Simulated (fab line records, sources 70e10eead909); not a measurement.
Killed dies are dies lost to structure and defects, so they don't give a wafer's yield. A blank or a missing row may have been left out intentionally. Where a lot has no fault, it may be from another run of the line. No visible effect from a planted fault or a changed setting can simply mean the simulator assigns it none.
Chamber matching    flow nand harc    3 sister chambers for NHARC_A_STAIRCASE_DEP_322 on pecvd-01
The step deposits SiO2, target thk 3800 nm. 3 wafers are shown with their chamber, then 11 later ones without.

WAFERS, EACH WITH ITS CHAMBER
wafer   chamber  heater power w (W)
L080.3  2        893
L084.6  1        653
L086.1  0        661

WAFERS WITH NO CHAMBER GIVEN
wafer   heater power w (W)
L086.2  699
L086.4  735
L088.3  651
L088.4  729
L088.6  637
L089.4  623
L089.5  647
L089.6  735
L093.2  748
L093.5  640
L093.6  566

WHICH CHAMBER EACH ONE RAN IN
wafer   from the rows above           in truth
L086.2  can't be placed: 0 or 1       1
L086.4  can't be placed: 0 or 1 or 2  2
L088.3  can't be placed: 1 or 0       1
L088.4  can't be placed: 0 or 1 or 2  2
L088.6  can't be placed: 1 or 0       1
L089.4  can't be placed: 1 or 0       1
L089.5  can't be placed: 1 or 0       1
L089.6  can't be placed: 0 or 1 or 2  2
L093.2  can't be placed: 0 or 1 or 2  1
L093.5  can't be placed: 1 or 0       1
L093.6  can't be placed: 1 or 0       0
Correct placement for 0 of the 11. From these rows, 11 cannot be placed; in 11 the true chamber is one of the candidates. Number placed wrongly: 0.
How it was worked out, from the rows above alone: a wafer's distance from a chamber is the root of the sum, over the readings, of the square of ((its reading less the chamber's mean) divided by the reading's scatter). The wafer belongs to the nearest chamber; if the next one is less than 2 further off, it can't be placed. A chamber's mean is the mean of its shown wafers. The scatter: with one shown wafer a chamber, the root of the mean of the squares of how far each hidden wafer lies from its nearest shown one.
